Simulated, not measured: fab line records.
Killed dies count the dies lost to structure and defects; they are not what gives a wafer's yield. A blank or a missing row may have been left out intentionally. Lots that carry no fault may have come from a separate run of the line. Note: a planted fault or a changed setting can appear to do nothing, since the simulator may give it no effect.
Matching of chambers + flow nand_harc + 4 sister chambers for NHARC_A_M0_STRIP_18 on rie_diel-10
The step strips in N2/H2. 4 wafers are shown with their chamber, then 10 later ones without.

== WAFERS WITH THEIR CHAMBER ==
| wafer  | chamber | showerhead_plenum_p_Torr (Torr) |
|--------|---------|---------------------------------|
| L084.1 | 0       | 2.02                            |
| L084.4 | 2       | 2.06                            |
| L088.2 | 1       | 2.17                            |
| L088.4 | 3       | 2.03                            |

== WAFERS WITHOUT THEIR CHAMBER ==
| wafer  | showerhead_plenum_p_Torr (Torr) |
|--------|---------------------------------|
| L088.5 | 2.17                            |
| L094.2 | 2.05                            |
| L094.3 | 2.01                            |
| L094.4 | 2.17                            |
| L096.3 | 2.01                            |
| L096.4 | 2.05                            |
| L096.5 | 2.17                            |
| L095.3 | 2.17                            |
| L095.4 | 2.17                            |
| L095.6 | 2.05                            |

== EACH ONE'S CHAMBER ==
| wafer  | from the rows above     | in truth |
|--------|-------------------------|----------|
| L088.5 | 1                       | 1        |
| L094.2 | can't be placed: 2 or 3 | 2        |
| L094.3 | can't be placed: 0 or 3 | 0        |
| L094.4 | 1                       | 1        |
| L096.3 | can't be placed: 0 or 3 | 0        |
| L096.4 | can't be placed: 2 or 3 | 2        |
| L096.5 | 1                       | 1        |
| L095.3 | 1                       | 1        |
| L095.4 | 1                       | 1        |
| L095.6 | can't be placed: 2 or 3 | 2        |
5 of 10 placed correctly. Cannot be placed on the basis of these rows: 5; the candidates contain the true chamber in 5. Wrongly placed: 0.
How it was worked out, from the rows above alone: a wafer's distance from a chamber is the root of the sum, over the readings, of the square of ((its reading less the chamber's mean) divided by the reading's scatter). If the next closest chamber is less than 2 further off than the closest, the wafer can't be placed; otherwise it belongs to the closest. A chamber's mean is the mean of its shown wafers. The scatter: root of mean squared gap, hidden wafer to nearest shown wafer, with one shown wafer a chamber.
